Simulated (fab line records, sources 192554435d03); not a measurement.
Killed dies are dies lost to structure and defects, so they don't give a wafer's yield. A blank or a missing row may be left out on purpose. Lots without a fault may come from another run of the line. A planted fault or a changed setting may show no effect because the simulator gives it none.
fab line records | flow n5_finfet
record lots=9 wafers=27 last_day=18
route steps=1938 shown BEOL_M4@1111 BEOL_M5@1177 PASSIVATION@1936
lots that met no fault: from a run of the same line without faults
start_h: hours from the record's first day to the start of the lot's first wafer shown | wait_h: hours since the lot's step before | " the same as in the row above | L1.1+2: a row that stands for several wafers | - no value, or no start given | * or withheld: withheld | < > ~ a bound
route shown NAME@n: a module of which the file shows steps, and the number in the route of the first | usual: mean/standard deviation of fault-free wafers | same: alike in all rows | chamber/n: place in a boat | sites: the reading at each site | _std_site: their standard deviation | _edge_site: outer sites' mean less inner sites' | radius_mm: how far each site lies from the wafer's centre | mask NAME#n: copy n | behind: the tool/chamber that last shaped the wafer | hold: why the lot was held/for how many hours/how that ended | device: the transistor (n, p or np) that didn't switch | end of line: the same wafers' tests at the end of the route | a step without rows: its recipe alone | killed: dies lost to structure and defects at the first sort, not the wafer's yield | map: a wafer's dies, x killed, . not, _ none there
set.NAME: the setting as run; set.NAME@STEP: as run at that earlier step | model.NAME: the simulator's own value behind a step, which no gauge read
steps of the route over a sample of lots; a table a step, a row a wafer
services: from which hour (start_h, from the record's first day; less than 0 if before it) a tool's chamber was out of use, for how many hours, and why
## steps
# step N5_BEOL_M4_RC_MEAS_101
# usual DIBL_N=36.0/2.2 DIBL_P=36.2/2.4 IOFF_N=0.16/0.035 IOFF_P=0.21/0.037 ION_N=672/13 ION_P=461/7 SS_N=71.4/0.69 SS_P=73.2/0.75 VT_N=250/3.4 VT_P=-251/3
# columns lot.wafer tool chamber start_h wait_h DIBL_N[mV/V] DIBL_P[mV/V] IOFF_N[nA/um] IOFF_P[nA/um] ION_N[uA/um] ION_P[uA/um] SS_N[mV/dec] SS_P[mV/dec] VT_N[mV] VT_P[mV]
L483.1 prober-02 0 232.31 0.0 34.8 35.5 0.14 0.20 672 463 70.9 73.6 252 -252
L483.3 " 0 " " 34.9 35.1 0.14 0.20 666 462 70.7 72.9 251 -248
L483.6 " 0 " " 33.5 34.3 0.12 0.18 661 457 70.3 72.7 254 -251
L485.1 prober-01 0 235.09 0.0 35.2 34.8 0.14 0.18 665 455 71.1 72.2 253 -255
L485.3 " 0 " " 32.3 32.9 0.11 0.16 655 454 70.3 71.8 254 -252
L485.4 " 0 " " 35.6 36.0 0.14 0.19 667 461 71.0 72.8 251 -254
L486.1 prober-02 0 235.70 0.0 34.2 33.5 0.13 0.18 675 465 70.3 72.5 252 -250
L486.4 " 0 " " 36.7 37.9 0.18 0.24 684 471 71.8 73.6 246 -246
L486.6 " 0 " " 36.2 36.5 0.16 0.22 683 460 70.8 73.1 249 -250
L484.2 prober-02 0 236.88 0.2 37.0 39.5 0.18 0.26 667 465 72.0 74.1 252 -250
L484.3 " 0 " " 36.6 38.0 0.17 0.23 674 460 71.6 74.1 248 -251
L484.5 " 0 " " 34.1 35.2 0.13 0.19 660 463 71.6 72.9 254 -254
L493.3 prober-02 0 302.42 0.3 35.7 36.3 0.16 0.20 673 466 71.7 73.6 251 -253
L493.5 " 0 " " 36.6 37.7 0.17 0.22 665 464 72.0 73.7 251 -252
L493.6 " 0 " " 34.8 36.3 0.15 0.20 669 458 71.0 73.3 250 -253
L497.2 prober-01 0 304.76 0.2 40.9 41.1 0.26 0.30 700 476 72.6 75.2 243 -247
L497.3 " 0 " " 38.3 37.2 0.18 0.23 689 466 71.8 73.6 249 -251
L497.6 " 0 " " 38.9 38.2 0.20 0.24 691 462 71.8 74.7 249 -249
L499.3 prober-01 0 316.21 0.3 36.3 35.8 0.16 0.18 681 460 71.5 72.7 248 -254
L499.5 " 0 " " 36.5 36.5 0.16 0.19 684 460 71.9 73.1 253 -252
L499.6 " 0 " " 39.1 39.1 0.21 0.23 696 462 71.9 73.3 245 -251
L498.1 prober-02 0 322.04 0.0 35.0 35.2 0.14 0.18 658 455 70.9 72.9 252 -250
L498.3 " 0 " " 33.6 33.7 0.11 0.16 645 447 70.1 71.8 254 -254
L498.5 " 0 " " 33.6 34.3 0.12 0.16 649 451 70.0 71.6 255 -253
L502.1 prober-01 0 341.10 0.0 36.0 35.5 0.14 0.20 676 466 70.8 73.0 251 -249
L502.3 " 0 " " 37.5 37.4 0.18 0.24 682 473 71.7 73.2 249 -247
L502.4 " 0 " " 36.2 36.2 0.16 0.21 678 466 71.3 73.0 250 -248
# step N5_BEOL_M5_SPUTTER_81
# recipe material=Cu target_thk_a=150 temp_c=-20 chamber_pressure_pa=0.07 power_w=withheld time_s=27.62
# usual throttle_valve_pct=30.0/1.1
# columns lot.wafer tool chamber start_h wait_h throttle_valve_pct
L483.1 pvd_sputter-01 - 241.74 0.5 31.5
L483.3 " - " " 31.6
L483.6 " - " " 31.4
L485.1 pvd_sputter-03 - 242.54 0.6 28.2
L485.3 " - " " 30.1
L485.4 " - " " 29.9
L486.1 pvd_sputter-02 - 244.70 0.5 30.0
L486.4 " - " " 30.3
L486.6 " - " " 28.3
L484.2 pvd_sputter-01 - 246.16 0.5 30.5
L484.3 " - " " 31.4
L484.5 " - " " 30.6
L493.3 pvd_sputter-01 - 314.02 0.5 31.3
L493.5 " - " " 31.4
L493.6 " - " " 30.5
L497.2 pvd_sputter-02 - 319.74 0.5 30.5
L497.3 " - " " 29.7
L497.6 " - " " 30.1
L499.3 pvd_sputter-03 - 324.26 0.5 29.3
L499.5 " - " " 30.0
L499.6 " - " " 30.3
L498.1 pvd_sputter-02 - 328.82 0.5 28.5
L498.3 " - " " 28.1
L498.5 " - " " 28.4
L502.1 pvd_sputter-01 - 348.55 0.5 31.5
L502.3 " - " " 30.7
L502.4 " - " " 31.7
# step N5_BEOL_M5_CMP_52
# recipe stop_on=SiCOH_lowk t_overpolish_s=6.9 down_force_psi=1 platen_rpm=50 clearing_platen_down_force_psi=1.5 clearing_platen_rpm=50 post_cmp_clean=cu_alkaline target_thk_nm=62 clearing_platen_pad_velocity_m_s=0.99484 pad_velocity_m_s=0.99484
# usual barrier_field_endpoint_s=24.4/0.58 clearing_platen_down_force_psi=1.5000/0.0028 motor_current_A=5.9/0.64 overpolish_run_s=6.900/0.0086 t_overpolish_s=6.9/0 time_to_endpoint_s=61/3.5
# columns lot.wafer tool chamber start_h wait_h barrier_field_endpoint_s clearing_platen_down_force_psi motor_current_A overpolish_run_s t_overpolish_s time_to_endpoint_s
L483.3 cmp-04 3 245.57 0.2 24.5 1.5009 6.3 6.915 6.9 63
L483.1 " 0 " " 24.0 1.5008 6.8 6.886 6.9 56
L483.6 " 2 " " 24.8 1.4994 6.7 6.893 6.9 63
L485.3 cmp-03 2 246.30 0.2 - - - - - -
L485.4 " 3 " " - - - - - -
L485.1 " 0 " " - - - - - -
L486.4 cmp-01 2 248.53 0.2 - - - - - -
L486.1 " 3 " " - - - - - -
L486.6 " 1 " " - - - - - -
L484.2 cmp-01 3 250.32 0.2 - - - - - -
L484.3 " 0 " " - - - - - -
L484.5 " 3 " " - - - - - -
L493.3 cmp-03 0 317.82 0.2 23.8 1.4959 5.9 6.898 6.9 60
L493.6 " 3 " " 24.9 1.4944 5.4 6.908 6.9 65
L493.5 " 0 " " 24.7 1.4965 6.2 6.898 6.9 61
L497.2 cmp-03 2 324.19 0.4 25.2 1.5018 5.2 6.898 6.9 64
L497.3 " 3 " " 24.8 1.5017 5.6 6.906 6.9 71
L497.6 " 3 " " 25.5 1.5026 5.3 6.906 6.9 68
L499.3 cmp-03 1 328.34 0.3 24.6 1.5001 5.7 6.905 6.9 64
L499.6 " 2 " " 24.4 1.5050 5.4 6.888 6.9 62
L499.5 " 3 " " 25.1 1.4990 5.7 6.902 6.9 64
L498.1 cmp-01 0 333.03 0.3 24.0 1.4988 5.6 6.902 6.9 55
L498.3 " 1 " " 25.1 1.5027 4.8 6.897 6.9 59
L498.5 " 2 " " 25.6 1.4982 6.0 6.907 6.9 61
L502.3 cmp-03 1 352.31 0.2 24.3 1.5006 5.3 6.902 6.9 59
L502.4 " 2 " " 24.1 1.4943 5.2 6.902 6.9 63
L502.1 " 3 " " 24.4 1.4941 5.7 6.887 6.9 62
# step N5_BEOL_M5_THK_MEAS_53
# recipe thk_meas_gauge=xrf reads=Cu_of_BEOL_M5_ECD_50
# usual M5_THK=61.1/1.6
# columns lot.wafer tool chamber start_h wait_h M5_THK[nm]
L483.1 film_metro-01 - 245.79 - 63.0
L483.3 " - " " 61.8
L483.6 " - " " 62.1
L485.1 film_metro-02 - 246.60 0.2 304.8
L485.3 " - " " 304.2
L485.4 " - " " 303.2
L486.1 film_metro-02 - 248.79 0.2 296.5
L486.4 " - " " 298.4
L486.6 " - " " 297.8
L484.2 film_metro-02 - 250.61 0.3 298.5
L484.3 " - " " 297.3
L484.5 " - " " 299.1
L493.3 film_metro-02 - 318.08 - 60.1
L493.5 " - " " 63.4
L493.6 " - " " 62.5
L497.2 film_metro-02 - 324.49 - 61.5
L497.3 " - " " 64.8
L497.6 " - " " 62.5
L499.3 film_metro-01 - 328.52 - 61.0
L499.5 " - " " 62.3
L499.6 " - " " 62.1
L498.1 film_metro-01 - 333.25 - 60.6
L498.3 " - " " 61.4
L498.5 " - " " 62.4
L502.1 film_metro-01 - 352.60 - 60.3
L502.3 " - " " 58.5
L502.4 " - " " 60.0
# step N5_BEOL_M5_PRE_CLEAN_77
# recipe gas=NH3/H2 time_s=15 temp_c=* rf_power_w=300
# usual heater_power_w=92/16
# columns lot.wafer tool chamber start_h wait_h heater_power_w
L483.1 cvd_co-01 0 245.83 0.0 116
L483.3 " 1 " " 123
L483.6 " 2 " " 78
L485.1 cvd_co-02 1 246.63 0.0 76
L485.3 " 2 " " 81
L485.4 " 1 " " 76
L486.1 cvd_co-02 2 248.83 0.0 80
L486.4 " 1 " " 76
L486.6 " 2 " " 79
L484.2 cvd_co-01 2 250.65 0.0 76
L484.3 " 0 " " 113
L484.5 " 1 " " 121
L493.3 cvd_co-02 1 318.11 0.0 77
L493.5 " 1 " " 77
L493.6 " 0 " " 98
L497.2 cvd_co-02 0 324.52 0.0 98
L497.3 " 2 " " 81
L497.6 " 1 " " 78
L499.3 cvd_co-01 2 328.55 0.0 77
L499.5 " 0 " " 114
L499.6 " 1 " " 123
L498.1 cvd_co-01 1 333.28 0.0 124
L498.3 " 2 " " 80
L498.5 " 0 " " 117
L502.1 cvd_co-01 2 352.79 0.2 76
L502.3 " 0 " " 115
L502.4 " 2 " " 78
# step N5_BEOL_M5_CO_CAP_78
# recipe material=Co target_thk_a=20 temp_c=200 precursor=CCTBA/H2 pressure_torr=30 time_s=102.1
# usual heater_power_w=244/20
# columns lot.wafer tool chamber start_h wait_h heater_power_w
L483.1 cvd_co-01 0 245.87 0.0 261
L483.3 " 1 " " 289
L483.6 " 2 " " 230
L485.1 cvd_co-02 1 246.67 0.0 230
L485.3 " 2 " " 229
L485.4 " 1 " " 229
L486.1 cvd_co-02 2 248.87 0.0 231
L486.4 " 1 " " 223
L486.6 " 2 " " 234
L484.2 cvd_co-01 2 250.69 0.0 235
L484.3 " 0 " " 273
L484.5 " 1 " " 283
L493.3 cvd_co-02 1 318.15 0.0 225
L493.5 " 1 " " 228
L493.6 " 0 " " 255
L497.2 cvd_co-02 0 324.56 0.0 248
L497.3 " 2 " " 226
L497.6 " 1 " " 232
L499.3 cvd_co-01 2 328.59 0.0 230
L499.5 " 0 " " 274
L499.6 " 1 " " 289
L498.1 cvd_co-01 1 333.32 0.0 285
L498.3 " 2 " " 223
L498.5 " 0 " " 278
L502.1 cvd_co-01 2 352.85 0.0 231
L502.3 " 0 " " 267
L502.4 " 2 " " 226
# step N5_BEOL_M5_RS_MEAS_57
# recipe thk_meas_gauge=four-point-probe reads=Co_of_BEOL_M5_CO_CAP_78+Cu_of_BEOL_M5_ECD_50+Co_of_BEOL_M5_CVD_47+TaN_of_BEOL_M5_ALD_86
# usual M5_RS=0.393/0.013
# columns lot.wafer tool chamber start_h wait_h M5_RS[ohm/sq]
L483.1 film_metro-02 - 246.05 0.0 0.375
L483.3 " - " " 0.386
L483.6 " - " " 0.380
L485.1 film_metro-01 - 246.86 0.0 0.054
L485.3 " - " " 0.054
L485.4 " - " " 0.054
L486.1 film_metro-02 - 249.05 0.0 0.054
L486.4 " - " " 0.054
L486.6 " - " " 0.054
L484.2 film_metro-01 - 250.87 0.1 0.054
L484.3 " - " " 0.054
L484.5 " - " " 0.054
L493.3 film_metro-01 - 318.34 0.1 0.401
L493.5 " - " " 0.376
L493.6 " - " " 0.383
L497.2 film_metro-02 - 324.75 0.1 0.392
L497.3 " - " " 0.366
L497.6 " - " " 0.382
L499.3 film_metro-02 - 328.78 0.1 0.398
L499.5 " - " " 0.384
L499.6 " - " " 0.387
L498.1 film_metro-01 - 333.51 0.0 0.394
L498.3 " - " " 0.385
L498.5 " - " " 0.378
L502.1 film_metro-02 - 353.07 0.0 0.395
L502.3 " - " " 0.410
L502.4 " - " " 0.394
# step N5_BEOL_M5_INSPECT_58
# recipe inspect_instrument=darkfield mode=post_dep
# usual raw_defect_count=78/25
# columns lot.wafer tool chamber start_h wait_h raw_defect_count
L483.1 defect_inspect-02 - 246.08 0.0 93
L483.3 " - " " 143
L483.6 " - " " 119
L485.1 defect_inspect-02 - 246.88 0.0 1968
L485.3 " - " " 2054
L485.4 " - " " 2003
L486.1 defect_inspect-02 - 249.07 0.0 2043
L486.4 " - " " 2166
L486.6 " - " " 2089
L484.2 defect_inspect-01 - 250.90 0.0 1961
L484.3 " - " " 2020
L484.5 " - " " 1977
L493.3 defect_inspect-01 - 318.36 0.0 40
L493.5 " - " " 97
L493.6 " - " " 109
L497.2 defect_inspect-02 - 324.77 0.0 128
L497.3 " - " " 120
L497.6 " - " " 105
L499.3 defect_inspect-01 - 328.80 0.0 52
L499.5 " - " " 57
L499.6 " - " " 57
L498.1 defect_inspect-01 - 333.53 0.0 35
L498.3 " - " " 29
L498.5 " - " " 61
L502.1 defect_inspect-01 - 353.10 0.0 53
L502.3 " - " " 80
L502.4 " - " " 80
# step N5_PASSIVATION_PROBE_49
# usual defect_limited_yield=91.2/1.4 killed_at_M0_to_M3=34/9.4 killed_at_M4_up=14/5.6 killed_at_contacts=13/7.8 killed_at_front_end=37/10 killed_at_other=4/3.3 killed_dies=103/17 killed_on_rim=14/3.5 killed_open=68/13 killed_short=33/8.2 sort_bin_5_function=5.1/0.92 sort_bin_6_memory=3.3/0.71 sort_bin_8_speed=0.01/0.043 sort_n_pass=1077/17 sort_yield_pct=91.2/1.4
# same gross_dies=1180 killed_at_back_side=0 sort_bin_4_leakage[%]=0
# columns lot.wafer tool chamber start_h wait_h defect_limited_yield[%] killed_at_M0_to_M3 killed_at_M4_up killed_at_contacts killed_at_front_end killed_at_other killed_dies killed_on_rim killed_open killed_short sort_bin_5_function[%] sort_bin_6_memory[%] sort_bin_8_speed[%] sort_n_pass sort_yield_pct[%]
L483.1 prober-01 - 333.99 0.0 93.6 25 12 8 29 1 75 16 45 26 4.1 2.1 0 1105 93.6
L483.3 prober-01 - 334.09 0.1 90.1 24 15 24 51 3 117 15 81 28 5.1 4.2 0 1063 90.1
L483.6 prober-01 - 334.24 0.3 89.8 39 27 19 31 4 120 17 75 37 5.8 3.5 0 1060 89.8
L485.1 prober-01 - 338.14 0.0 0 52 1080 7 40 1 1180 152 87 32 5.6 4.3 0 0 0
L485.3 prober-01 - 338.24 0.1 0 52 1085 6 32 5 1180 152 71 42 5.6 3.6 0 0 0
L485.4 prober-01 - 338.29 0.2 0 51 1082 6 40 1 1180 152 79 32 5.1 4.1 0 0 0
L484.2 prober-01 - 342.62 0.1 0 27 1073 20 59 1 1180 152 87 42 6.9 4.0 0 0 0
L484.3 prober-01 - 342.67 0.1 0 19 1101 18 42 0 1180 152 75 25 5.3 3.1 0 0 0
L484.5 prober-01 - 342.77 0.2 0 23 1095 17 42 3 1180 152 67 36 5.0 4.0 0 0 0
L486.1 prober-02 - 343.83 0.0 0 24 1102 16 33 5 1180 152 72 31 5.5 3.1 0 0 0
L486.4 prober-02 - 343.98 0.2 0 29 1091 15 39 6 1180 152 65 39 4.9 3.8 0 0 0
L486.6 prober-02 - 344.08 0.3 0 32 1105 3 36 4 1180 152 53 32 4.4 2.4 0 0 0
# killed by level:class
L483.1 GATE_CUT:geometric_particle:open=7 MOL_CONTACT_COAG:geometric_particle:open=6 FIN_SAQP:geometric_particle:open=5 BEOL_M1:geometric_particle:open=5 BEOL_M3:geometric_particle:open=5 BEOL_M4:geometric_particle:open=5 BEOL_M0_SAQP:geometric_particle:short=4 STARTING-WAFER:geometric_particle:short=4
L483.3 MOL_CONTACT_COAG:geometric_particle:open=21 FIN_SAQP:geometric_particle:open=15 GATE_CUT:geometric_particle:short=8 BEOL_M0_SAQP:geometric_particle:open=7 BEOL_M3:geometric_particle:open=6 STI_FIN_REVEAL:geometric_particle:open=5 HKMG_FIN:area_etch=5 STARTING-WAFER:geometric_particle:open=4
L483.6 MOL_CONTACT_COAG:geometric_particle:open=17 BEOL_M3:geometric_particle:open=9 BEOL_M0_SAQP:geometric_particle:open=8 BEOL_M4:geometric_particle:short=7 BEOL_M4:geometric_particle:open=6 DUMMY_GATE:geometric_particle:open=6 HKMG_FIN:area_etch=6 FIN_SAQP:geometric_particle:open=5
L485.1 BEOL_M5:area_cmp=1060 BEOL_M2:geometric_particle:open=18 STI_FIN_REVEAL:geometric_particle:open=17 BEOL_M4:geometric_particle:open=13 BEOL_M0_SAQP:geometric_particle:open=11 STI_FIN_REVEAL:geometric_particle:short=9 MOL_CONTACT_COAG:geometric_particle:open=6 BEOL_M2:geometric_particle:short=6
L485.3 BEOL_M5:area_cmp=1067 BEOL_M4:geometric_particle:open=13 BEOL_M0_SAQP:geometric_particle:open=10 BEOL_M3:geometric_particle:open=9 BEOL_M0_SAQP:geometric_particle:short=8 BEOL_M1:geometric_particle:open=8 BEOL_M2:geometric_particle:open=8 FIN_SAQP:geometric_particle:short=6
L485.4 BEOL_M5:area_cmp=1069 STI_FIN_REVEAL:geometric_particle:open=18 BEOL_M2:geometric_particle:open=13 FIN_SAQP:geometric_particle:open=11 BEOL_M1:geometric_particle:open=10 BEOL_M2:geometric_particle:short=8 BEOL_M3:geometric_particle:open=7 BEOL_M4:geometric_particle:open=6
L484.2 BEOL_M5:area_cmp=1049 FIN_SAQP:geometric_particle:short=20 MOL_CONTACT_COAG:geometric_particle:open=17 BEOL_M4:geometric_particle:open=13 FIN_SAQP:geometric_particle:open=12 STI_FIN_REVEAL:geometric_particle:open=9 BEOL_M2:geometric_particle:open=9 BEOL_M3:geometric_particle:open=7
L484.3 BEOL_M5:area_cmp=1077 FIN_SAQP:geometric_particle:open=14 MOL_CONTACT_COAG:geometric_particle:open=14 BEOL_M4:geometric_particle:open=11 BEOL_M2:geometric_particle:open=10 FIN_SAQP:geometric_particle:short=9 STI_FIN_REVEAL:geometric_particle:open=5 BEOL_M8:geometric_particle:open=3
L484.5 BEOL_M5:area_cmp=1072 STI_FIN_REVEAL:geometric_particle:open=16 MOL_CONTACT_COAG:geometric_particle:open=12 BEOL_M4:geometric_particle:open=10 FIN_SAQP:geometric_particle:short=5 FIN_SAQP:geometric_particle:open=5 STI_FIN_REVEAL:geometric_particle:short=5 MOL_CONTACT_COAG:geometric_particle:short=5
L486.1 BEOL_M5:area_cmp=1077 MOL_CONTACT_COAG:geometric_particle:open=15 BEOL_M0_SAQP:geometric_particle:short=8 STI_FIN_REVEAL:geometric_particle:open=7 FIN_SAQP:geometric_particle:short=6 BEOL_M5:geometric_particle:open=6 GATE_CUT:geometric_particle:short=5 BEOL_M0_SAQP:geometric_particle:open=5
L486.4 BEOL_M5:area_cmp=1075 BEOL_M0_SAQP:geometric_particle:open=14 MOL_CONTACT_COAG:geometric_particle:open=9 FIN_SAQP:geometric_particle:short=7 STI_FIN_REVEAL:geometric_particle:open=7 BEOL_M2:geometric_particle:open=7 MOL_CONTACT_COAG:geometric_particle:short=6 BEOL_M4:geometric_particle:open=6
L486.6 BEOL_M5:area_cmp=1094 BEOL_M0_SAQP:geometric_particle:short=11 STI_FIN_REVEAL:geometric_particle:open=10 BEOL_M0_SAQP:geometric_particle:open=7 GATE_CUT:geometric_particle:short=6 FIN_SAQP:geometric_particle:open=5 BEOL_M1:geometric_particle:open=5 BEOL_M2:geometric_particle:open=4
## services
# columns tool chamber start_h hours kind
cmp-04 - 223.01 2.0 repair
cmp-03 - 241.72 4.0 pm
cmp-03 - 245.72 - consumable_replace:conditioner
cmp-03 - 245.72 - consumable_replace:pad
cmp-04 - 247.92 6.8 repair
cmp-03 - 248.25 0.3 repair
cmp-04 - 255.67 2.2 repair
cmp-01 - 268.06 1.7 repair
cmp-01 - 271.17 4.0 pm
cmp-03 - 290.81 6.8 pm
cmp-03 - 320.15 1.3 repair
cmp-01 - 322.99 7.6 pm
cmp-04 - 323.67 4.0 pm
cvd_co-02 - 326.75 0.5 repair
cmp-04 - 327.67 - consumable_replace:conditioner
cmp-04 - 327.67 - consumable_replace:pad
cvd_co-01 1 333.40 - clean
cvd_co-01 1 333.40 22.0 scheduled_down
cvd_co-01 1 333.40 22.0 vent_cycle
## key
first_sign step=N5_BEOL_M5_CMP_52 reading=tool_record direction=missing
effect step=N5_BEOL_M5_THK_MEAS_53 reading=M5_THK direction=up sigmas=99+ usual=61.1 struck=300.0
effect step=N5_BEOL_M5_RS_MEAS_57 reading=M5_RS direction=down sigmas=26 usual=0.393 struck=0.054
effect step=N5_BEOL_M5_INSPECT_58 reading=raw_defect_count direction=up sigmas=79 usual=78 struck=2031
effect step=N5_PASSIVATION_PROBE_49 reading=killed_at_M4_up direction=up sigmas=99+ usual=14 struck=1090
more_kills_born_at N5_BEOL_M5_CMP_52@cmp-01=6444 N5_BEOL_M5_CMP_52@cmp-03=3196
met_at N5_BEOL_M5_CMP_52
struck_lots L484,L485,L486
later_rows_left_out L484.2,L484.3,L484.5,L485.1,L485.3,L485.4,L486.1,L486.4,L486.6
not_acting_at N5_BEOL_M5_SPUTTER_81,N5_BEOL_M5_PRE_CLEAN_77,N5_BEOL_M5_CO_CAP_78
fault kind=skipped_step_whole tool=cmp-01,cmp-03 chamber=- onset_h=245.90 steps=N5_BEOL_M5_CMP_52 scope=struck_lots_only
# later_rows_left_out: the simulator's readings of these wafers behind a module that went badly wrong aren't trusted and aren't shown, but for the sort
